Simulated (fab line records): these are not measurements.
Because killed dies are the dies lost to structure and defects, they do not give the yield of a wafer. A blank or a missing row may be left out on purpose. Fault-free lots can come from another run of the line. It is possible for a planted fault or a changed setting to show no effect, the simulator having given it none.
Which of the tools did it? | flow nand-harc | Sampling: 19 lots, 57 wafers, 6 of 1302 route steps

## WHAT THE GAUGES READ, wafer by wafer
The record holds no reading of a measuring or inspecting step that can be judged against a usual standard deviation.

## WHAT TOOL EACH LOT RAN ON (gives the tool, then ch and the chambers of the sampled wafers, and finally the start)
lot  | NHARC_A_STAIRCASE_DESCUM_291       | NHARC_A_STAIRCASE_STRIP_295                   | NHARC_A_STAIRCASE_ALD_415        | NHARC_A_STAIRCASE_STRIP_476        | NHARC_A_STAIRCASE_DEP_151       | NHARC_A_STAIRCASE_DESCUM_443
L074 | rie-diel-04 ch 0,1,3, day 16 15:00 | rie-diel-04 ch 0,3, day 17 00:53 or earlier   | ald-hk-02 ch 0,2, day 17 00:53   | rie-diel-05 ch 1,2,3, day 17 04:32 | pecvd-03 ch 1,2, day 17 15:23   | rie-diel-05 ch 0,2, day 18 15:16
L075 | rie-diel-04 ch 0,2,3, day 17 00:35 | rie-diel-04 ch 1,2,3, day 17 11:32 or earlier | ald-hk-01 ch 0,1,3, day 17 11:32 | rie-diel-05 ch 2,3, day 17 13:37   | pecvd-01 ch 0,1,2, day 18 00:35 | rie-diel-04 ch 0,1,3, day 19 06:39
L077 | rie-diel-11 ch 0,1,3, day 17 12:21 | rie-diel-11 ch 1,2,3, day 17 19:45 or earlier | ald-hk-02 ch 0,1,3, day 17 19:45 | rie-diel-04 ch 0,3, day 17 21:28   | pecvd-03 ch 1,2, day 18 08:34   | rie-diel-04 ch 0,1,2, day 19 06:44
L076 | rie-diel-11 ch 2,3, day 17 13:34   | rie-diel-11 ch 0,2, day 17 21:07 or earlier   | ald-hk-04 ch 1,2,3, day 17 21:07 | rie-diel-04 ch 0,2, day 17 23:16   | pecvd-04 ch 0,2, day 18 08:34   | rie-diel-05 ch 0,1,2, day 19 06:42
L078 | rie-diel-04 ch 0,1,2, day 18 06:45 | rie-diel-04 ch 1,2, day 18 14:56 or earlier   | ald-hk-02 ch 0,3, day 18 14:56   | rie-diel-11 ch 0,1,2, day 18 16:58 | pecvd-04 ch 1,2, day 19 03:54   | rie-diel-05 ch 0,1, day 20 03:34
L079 | rie-diel-11 ch 0,3, day 18 10:26   | rie-diel-11 ch 0,1,2, day 18 17:44 or earlier | ald-hk-01 ch 0,2,3, day 18 17:44 | rie-diel-04 ch 0,1,3, day 18 19:41 | pecvd-04 ch 1,2, day 19 09:11   | rie-diel-05 ch 0,3, day 20 11:04
L080 | rie-diel-04 ch 0,2, day 19 04:13   | rie-diel-04 ch 0,2,3, day 19 14:21 or earlier | ald-hk-02 ch 1,3, day 19 14:21   | rie-diel-11 ch 0,1,2, day 19 16:32 | pecvd-01 ch 0,1, day 20 03:25   | rie-diel-04 ch 0,1,3, day 21 04:40
L081 | rie-diel-04 ch 0,1, day 19 21:13   | rie-diel-04 ch 2,3, day 20 06:47 or earlier   | ald-hk-02 ch 0,3, day 20 06:47   | rie-diel-04 ch 2,3, day 20 08:43   | pecvd-03 ch 0,1,2, day 20 21:13 | rie-diel-05 ch 0,1, day 22 08:49
L082 | rie-diel-05 ch 0,1, day 19 22:37   | rie-diel-05 ch 0,3, day 20 14:06 or earlier   | ald-hk-04 ch 0,2,3, day 20 14:06 | rie-diel-05 ch 0,1,2, day 20 16:03 | pecvd-01 ch 0,2, day 21 03:34   | rie-diel-11 ch 0,1,3, day 22 16:45
L083 | rie-diel-11 ch 0,1,2, day 20 16:41 | rie-diel-11 ch 0,1,3, day 20 23:58 or earlier | ald-hk-02 ch 1,2, day 20 23:58   | rie-diel-05 ch 1,2, day 21 01:54   | pecvd-04 ch 0,1,2, day 21 12:59 | rie-diel-04 ch 1,2,3, day 22 16:56
L084 | rie-diel-04 ch 0,1,3, day 20 23:50 | rie-diel-04 ch 0,1,3, day 21 09:34 or earlier | ald-hk-01 ch 0,2,3, day 21 09:34 | rie-diel-04 ch 1,2,3, day 21 11:52 | pecvd-03 ch 0,1,2, day 22 00:24 | rie-diel-04 ch 1,2,3, day 23 01:42
L087 | rie-diel-05 ch 1,3, day 22 04:11   | rie-diel-05 ch 0,2, day 22 11:11 or earlier   | ald-hk-04 ch 0,2,3, day 22 11:11 | rie-diel-05 ch 0,1,3, day 22 13:22 | pecvd-03 ch 0,1,2, day 23 05:18 | rie-diel-05 ch 0,1,2, day 24 08:40
L088 | rie-diel-04 ch 0,1,2, day 22 12:21 | rie-diel-04 ch 0,2,3, day 22 19:57 or earlier | ald-hk-02 ch 0,1,3, day 22 19:57 | rie-diel-05 ch 2,3, day 22 21:39   | pecvd-04 ch 1,2, day 23 08:35   | rie-diel-11 ch 0,2,3, day 24 09:43
L091 | rie-diel-05 ch 1,2,3, day 23 09:26 | rie-diel-05 ch 0,1,2, day 23 16:40 or earlier | ald-hk-04 ch 1,2,3, day 23 16:40 | rie-diel-05 ch 0,2,3, day 23 18:37 | pecvd-01 ch 0,1,2, day 24 07:18 | rie-diel-11 ch 0,1,3, day 25 11:16
L089 | rie-diel-05 ch 0,2,3, day 23 12:02 | rie-diel-05 ch 1,3, day 23 21:36 or earlier   | ald-hk-02 ch 1,2,3, day 23 21:36 | rie-diel-05 ch 0,1,2, day 23 23:19 | pecvd-03 ch 0,1,2, day 24 10:31 | rie-diel-04 ch 1,2,3, day 25 08:19
L092 | rie-diel-04 ch 1,2,3, day 24 06:15 | rie-diel-04 ch 1,2,3, day 24 15:44 or earlier | ald-hk-04 ch 0,1,3, day 24 15:44 | rie-diel-05 ch 2,3, day 24 17:13   | pecvd-01 ch 0,1,2, day 25 06:01 | rie-diel-05 ch 0,1,2, day 26 07:34
L094 | rie-diel-04 ch 1,2,3, day 24 17:29 | rie-diel-04 ch 1,2,3, day 25 01:10 or earlier | ald-hk-01 ch 0,1,3, day 25 01:10 | rie-diel-04 ch 1,2,3, day 25 03:20 | pecvd-03 ch 0,1,2, day 25 15:05 | rie-diel-05 ch 0,1,2, day 26 19:17
L095 | rie-diel-11 ch 0,1,3, day 25 17:42 | rie-diel-11 ch 1,2,3, day 26 01:02 or earlier | ald-hk-02 ch 0,3, day 26 01:02   | rie-diel-11 ch 0,2,3, day 26 03:01 | pecvd-03 ch 0,1,2, day 26 17:06 | rie-diel-05 ch 0,1, day 27 15:54
L097 | rie-diel-05 ch 0,1, day 26 14:45   | rie-diel-05 ch 1,3, day 26 23:26 or earlier   | ald-hk-01 ch 0,3, day 26 23:26   | rie-diel-05 ch 0,2,3, day 27 01:43 | pecvd-01 ch 0,1,2, day 27 14:07 | rie-diel-05 ch 0,3, day 28 16:37
- NHARC_A_STAIRCASE_DESCUM_291: chemistry O2, time 3 s.
- NHARC_A_STAIRCASE_STRIP_295: strips in O2.
- NHARC_A_STAIRCASE_ALD_415: deposits SiO2, target thk 30 nm, pulse time 6 s, ald cycles 300.
- NHARC_A_STAIRCASE_STRIP_476: strips in O2, time 20 s.
- NHARC_A_STAIRCASE_DEP_151: deposits SiO2, target thk 7200 nm.
- NHARC_A_STAIRCASE_DESCUM_443: chemistry O2, time 3 s.

## AS READ BY THE TOOLS THEMSELVES (means over the sampled wafers that have a number; for cases with no such wafer, the mark the record gives instead)
NHARC_A_STAIRCASE_DESCUM_291.
lot  | tool        | chamber-pressure-mTorr (mTorr) | drypump-motor-current-A (A) | o2-flow-sccm (sccm) | oes-product-au (a.u.) | rf-vpp-V (V) | showerhead-plenum-p-Torr (Torr) | throttle-valve-pct (%)
L074 | rie-diel-04 | 60.00                          | 5.6                         | 200.0               | 1.005                 | 58.2         | 1.92                            | 11.306
L075 | rie-diel-04 | 60.04                          | 5.7                         | 200.5               | 1.002                 | 57.7         | 1.88                            | 11.314
L077 | rie-diel-11 | 60.00                          | 6.0                         | 199.9               | 1.002                 | 58.0         | 1.88                            | 11.311
L076 | rie-diel-11 | 60.01                          | 5.8                         | 200.5               | 1.018                 | 57.9         | 1.77                            | 11.307
L078 | rie-diel-04 | 59.92                          | 5.4                         | 200.0               | 1.002                 | 58.0         | 1.93                            | 11.315
L079 | rie-diel-11 | 59.97                          | 6.2                         | 200.7               | 1.009                 | 56.8         | 1.84                            | 11.318
L080 | rie-diel-04 | 60.00                          | 5.4                         | 199.8               | 1.003                 | 57.9         | 1.85                            | 11.302
L081 | rie-diel-04 | 60.01                          | 5.3                         | 199.2               | 0.997                 | 57.6         | 1.97                            | 11.322
L082 | rie-diel-05 | 60.04                          | 5.9                         | 200.7               | 1.008                 | 58.2         | 1.94                            | 11.311
L083 | rie-diel-11 | 59.96                          | 5.9                         | 200.3               | 0.995                 | 57.9         | 1.88                            | 11.302
L084 | rie-diel-04 | 60.01                          | 5.6                         | 199.9               | 0.998                 | 57.3         | 1.91                            | 11.308
L087 | rie-diel-05 | 59.94                          | 6.1                         | 200.2               | 0.994                 | 57.8         | 1.92                            | 11.309
L088 | rie-diel-04 | 60.00                          | 5.4                         | 200.5               | 1.002                 | 58.1         | 1.92                            | 11.313
L091 | rie-diel-05 | 60.01                          | 5.9                         | 200.2               | 0.995                 | 58.0         | 1.90                            | 11.318
L089 | rie-diel-05 | 59.96                          | 5.6                         | 199.8               | 0.996                 | 57.6         | 1.95                            | 11.320
L092 | rie-diel-04 | 59.97                          | 5.8                         | 200.1               | 1.007                 | 57.4         | 1.94                            | 11.311
L094 | rie-diel-04 | 60.08                          | 5.8                         | 199.5               | 1.004                 | 58.4         | 1.94                            | 11.326
L095 | rie-diel-11 | 59.97                          | 6.0                         | 200.6               | 0.999                 | 57.6         | 1.96                            | 11.297
L097 | rie-diel-05 | 60.03                          | 6.2                         | 200.0               | 1.002                 | 57.3         | 1.88                            | 11.310

NHARC_A_STAIRCASE_STRIP_295.
lot  | tool        | chamber-pressure-mTorr (mTorr) | drypump-motor-current-A (A) | o2-flow-sccm (sccm) | oes-product-au (a.u.) | rf-vpp-V (V) | showerhead-plenum-p-Torr (Torr) | throttle-valve-pct (%)
L074 | rie-diel-04 | 59.99                          | 5.9                         | 500.4               | 1.002                 | 57.4         | 3.46                            | 17.029
L075 | rie-diel-04 | 60.00                          | 5.8                         | 500.5               | 0.996                 | 58.0         | 3.61                            | 17.040
L077 | rie-diel-11 | 60.02                          | 5.7                         | 498.7               | 1.003                 | 57.9         | 3.41                            | 17.039
L076 | rie-diel-11 | 60.01                          | 5.9                         | 500.2               | 0.994                 | 57.2         | 3.36                            | 17.031
L078 | rie-diel-04 | 60.04                          | 5.6                         | 499.3               | 1.002                 | 58.9         | 3.62                            | 17.035
L079 | rie-diel-11 | 60.02                          | 5.9                         | 501.1               | 0.998                 | 57.5         | 3.47                            | 17.042
L080 | rie-diel-04 | 60.05                          | 5.7                         | 500.4               | 0.994                 | 58.1         | 3.46                            | 17.030
L081 | rie-diel-04 | 60.04                          | 6.1                         | 499.2               | 0.995                 | 57.7         | 3.51                            | 17.042
L082 | rie-diel-05 | 59.96                          | 5.1                         | 499.5               | 1.010                 | 58.9         | 3.75                            | 17.033
L083 | rie-diel-11 | 60.04                          | 6.0                         | 500.2               | 1.001                 | 57.6         | 3.64                            | 17.027
L084 | rie-diel-04 | 60.00                          | 5.6                         | 500.8               | 1.005                 | 57.8         | 3.52                            | 17.033
L087 | rie-diel-05 | 60.00                          | 6.1                         | 501.3               | 1.001                 | 57.8         | 3.44                            | 17.041
L088 | rie-diel-04 | 59.95                          | 5.7                         | 499.6               | 0.995                 | 57.7         | 3.45                            | 17.048
L091 | rie-diel-05 | 59.94                          | 6.1                         | 499.6               | 1.005                 | 58.1         | 3.46                            | 17.032
L089 | rie-diel-05 | 60.00                          | 6.1                         | 500.4               | 0.999                 | 57.6         | 3.53                            | 17.052
L092 | rie-diel-04 | 59.95                          | 5.8                         | 499.5               | 1.001                 | 58.5         | 3.58                            | 17.028
L094 | rie-diel-04 | 60.04                          | 5.8                         | 501.3               | 1.003                 | 58.0         | 3.58                            | 17.032
L095 | rie-diel-11 | 60.02                          | 5.7                         | 499.2               | 1.000                 | 57.3         | 3.55                            | 17.034
L097 | rie-diel-05 | 60.04                          | 6.1                         | 500.6               | 0.992                 | 58.3         | 3.52                            | 17.039

NHARC_A_STAIRCASE_ALD_415.
lot  | tool      | heater-power-w (W) | precursor-pulse-height-rel | susceptor-temp-C (C)
L074 | ald-hk-02 | 524                | 1.015                      | 300.02
L075 | ald-hk-01 | 432                | 1.001                      | 299.94
L077 | ald-hk-02 | 473                | 0.997                      | 299.97
L076 | ald-hk-04 | 451                | 0.983                      | 299.97
L078 | ald-hk-02 | 465                | 1.005                      | 300.14
L079 | ald-hk-01 | 438                | 0.983                      | 300.07
L080 | ald-hk-02 | 430                | 1.018                      | 299.79
L081 | ald-hk-02 | 517                | 0.993                      | 299.79
L082 | ald-hk-04 | 445                | 1.005                      | 299.95
L083 | ald-hk-02 | 459                | 0.994                      | 299.99
L084 | ald-hk-01 | 444                | 1.001                      | 299.83
L087 | ald-hk-04 | 448                | 0.987                      | 299.85
L088 | ald-hk-02 | 465                | 1.006                      | 300.16
L091 | ald-hk-04 | 464                | 1.015                      | 299.80
L089 | ald-hk-02 | 428                | 0.983                      | 299.97
L092 | ald-hk-04 | 452                | 1.005                      | 300.10
L094 | ald-hk-01 | 435                | 1.005                      | 300.13
L095 | ald-hk-02 | 512                | 1.006                      | 299.80
L097 | ald-hk-01 | 417                | 1.005                      | 299.78

NHARC_A_STAIRCASE_STRIP_476.
lot  | tool        | chamber-pressure-mTorr (mTorr) | drypump-motor-current-A (A) | o2-flow-sccm (sccm) | oes-product-au (a.u.) | rf-vpp-V (V) | showerhead-plenum-p-Torr (Torr) | throttle-valve-pct (%)
L074 | rie-diel-05 | 60.04                          | 6.0                         | 501.3               | 0.995                 | 57.0         | 3.36                            | 17.042
L075 | rie-diel-05 | 60.02                          | 5.8                         | 501.0               | 0.989                 | 57.8         | 3.33                            | 17.032
L077 | rie-diel-04 | 60.01                          | 5.6                         | 500.1               | 1.009                 | 57.2         | 3.40                            | 17.026
L076 | rie-diel-04 | 60.04                          | 5.5                         | 500.2               | 0.995                 | 57.2         | 3.48                            | 17.036
L078 | rie-diel-11 | 60.03                          | 5.9                         | 500.5               | 1.015                 | 58.1         | 3.47                            | 17.035
L079 | rie-diel-04 | 59.99                          | 5.6                         | 498.6               | 1.002                 | 57.8         | 3.53                            | 17.039
L080 | rie-diel-11 | 59.98                          | 5.9                         | 499.9               | 0.989                 | 57.2         | 3.47                            | 17.033
L081 | rie-diel-04 | 60.02                          | 6.1                         | 501.3               | 0.999                 | 58.1         | 3.50                            | 17.039
L082 | rie-diel-05 | 59.96                          | 6.1                         | 497.7               | 1.005                 | 57.5         | 3.47                            | 17.033
L083 | rie-diel-05 | 59.99                          | 6.5                         | 498.9               | 0.998                 | 57.5         | 3.39                            | 17.031
L084 | rie-diel-04 | 59.98                          | 5.8                         | 500.0               | 1.000                 | 58.2         | 3.59                            | 17.040
L087 | rie-diel-05 | 60.01                          | 5.7                         | 498.3               | 1.001                 | 58.0         | 3.61                            | 17.028
L088 | rie-diel-05 | 59.97                          | 5.9                         | 500.6               | 1.002                 | 57.0         | 3.50                            | 17.034
L091 | rie-diel-05 | 60.00                          | 5.6                         | 500.3               | 1.006                 | 57.9         | 3.58                            | 17.044
L089 | rie-diel-05 | 59.99                          | 6.1                         | 500.7               | 0.998                 | 57.4         | 3.46                            | 17.035
L092 | rie-diel-05 | 60.01                          | 5.9                         | 500.1               | 1.001                 | 57.5         | 3.49                            | 17.038
L094 | rie-diel-04 | 60.01                          | 5.8                         | 499.9               | 1.006                 | 57.3         | 3.57                            | 17.023
L095 | rie-diel-11 | 60.06                          | 6.0                         | 501.1               | 1.005                 | 58.1         | 3.50                            | 17.046
L097 | rie-diel-05 | 59.95                          | 5.6                         | 499.6               | 1.001                 | 58.2         | 3.57                            | 17.024

NHARC_A_STAIRCASE_DEP_151.
lot  | tool     | heater-power-w (W) | susceptor-temp-C (C)
L074 | pecvd-03 | 650                | 399.83
L075 | pecvd-01 | 728                | 399.70
L077 | pecvd-03 | 612                | 400.09
L076 | pecvd-04 | 756                | 399.80
L078 | pecvd-04 | 667                | 400.14
L079 | pecvd-04 | 693                | 400.03
L080 | pecvd-01 | 826                | 400.09
L081 | pecvd-03 | 614                | 400.00
L082 | pecvd-01 | 804                | 400.08
L083 | pecvd-04 | 698                | 400.02
L084 | pecvd-03 | 581                | 400.15
L087 | pecvd-03 | 606                | 399.81
L088 | pecvd-04 | 602                | 400.11
L091 | pecvd-01 | 825                | 399.77
L089 | pecvd-03 | 581                | 399.84
L092 | pecvd-01 | 706                | 400.09
L094 | pecvd-03 | 635                | 400.20
L095 | pecvd-03 | 571                | 399.83
L097 | pecvd-01 | 765                | 400.17

NHARC_A_STAIRCASE_DESCUM_443.
lot  | tool        | chamber-pressure-mTorr (mTorr) | drypump-motor-current-A (A) | o2-flow-sccm (sccm) | oes-product-au (a.u.) | rf-vpp-V (V) | showerhead-plenum-p-Torr (Torr) | throttle-valve-pct (%)
L074 | rie-diel-05 | 60.03                          | 5.8                         | 200.1               | 1.007                 | 57.9         | 1.93                            | 11.311
L075 | rie-diel-04 | 60.00                          | 5.6                         | 199.6               | 1.009                 | 58.0         | 1.92                            | 11.309
L077 | rie-diel-04 | 60.00                          | 5.4                         | 200.2               | 0.997                 | 58.3         | 1.93                            | 11.308
L076 | rie-diel-05 | 59.99                          | 6.1                         | 199.5               | 1.002                 | 57.0         | 1.88                            | 11.311
L078 | rie-diel-05 | 60.01                          | 5.9                         | 199.7               | 1.005                 | 57.9         | 1.94                            | 11.306
L079 | rie-diel-05 | 60.00                          | 5.1                         | 200.0               | 1.017                 | 58.5         | 2.04                            | 11.310
L080 | rie-diel-04 | 59.97                          | 5.6                         | 200.1               | 1.002                 | 57.8         | 1.91                            | 11.311
L081 | rie-diel-05 | 60.00                          | 5.9                         | 199.7               | 1.000                 | 58.0         | 1.93                            | 11.306
L082 | rie-diel-11 | 60.01                          | 6.0                         | 199.7               | 1.000                 | 57.6         | 1.97                            | 11.313
L083 | rie-diel-04 | 60.07                          | 5.7                         | 199.5               | 0.994                 | 58.1         | 1.95                            | 11.314
L084 | rie-diel-04 | 59.97                          | 5.8                         | 199.9               | 0.986                 | 57.2         | 1.95                            | 11.317
L087 | rie-diel-05 | 60.03                          | 6.1                         | 200.0               | 1.012                 | 57.8         | 1.87                            | 11.310
L088 | rie-diel-11 | 60.07                          | 5.9                         | 200.0               | 0.999                 | 58.7         | 1.90                            | 11.305
L091 | rie-diel-11 | 60.00                          | 6.0                         | 199.7               | 0.996                 | 58.1         | 1.97                            | 11.305
L089 | rie-diel-04 | 60.01                          | 5.7                         | 199.9               | 1.011                 | 58.7         | 1.94                            | 11.313
L092 | rie-diel-05 | 60.03                          | 6.1                         | 199.9               | 1.007                 | 58.2         | 1.87                            | 11.321
L094 | rie-diel-05 | 59.98                          | 6.1                         | 200.5               | 1.011                 | 58.0         | 1.87                            | 11.310
L095 | rie-diel-05 | 59.99                          | 5.9                         | 200.5               | 1.010                 | 57.5         | 1.92                            | 11.306
L097 | rie-diel-05 | 60.00                          | 5.3                         | 199.8               | 1.003                 | 57.6         | 1.99                            | 11.317

## THE ANSWER, worked out from the rows above alone
Rule: usual is defined by the lots themselves. Put in order of their means at a reading, lots are off if they are a third of the lots or fewer, leave a main group of 4 or more, and stand apart from it by a gap of 3 or more times the standard deviation of the main group's means; of several such gaps the widest counts. The tables above print the reading to a certain number of digits; a main group whose means all agree to those digits is not used. A lot without any number at a reading at which 4 lots or more have one is off too. Where the step has rows for the other lots, those lots are counted as sound. After the gauges, taken in route order, come the tools' own readings; for these a lot's mean is taken, as printed above. At the first step where some lot is off, the reading lying furthest off is the one used; lots without a number count as furthest.
No lot is off on any of the readings shown, so nothing can be concluded from this.

## WHAT THE SIMULATOR HAD PUT IN
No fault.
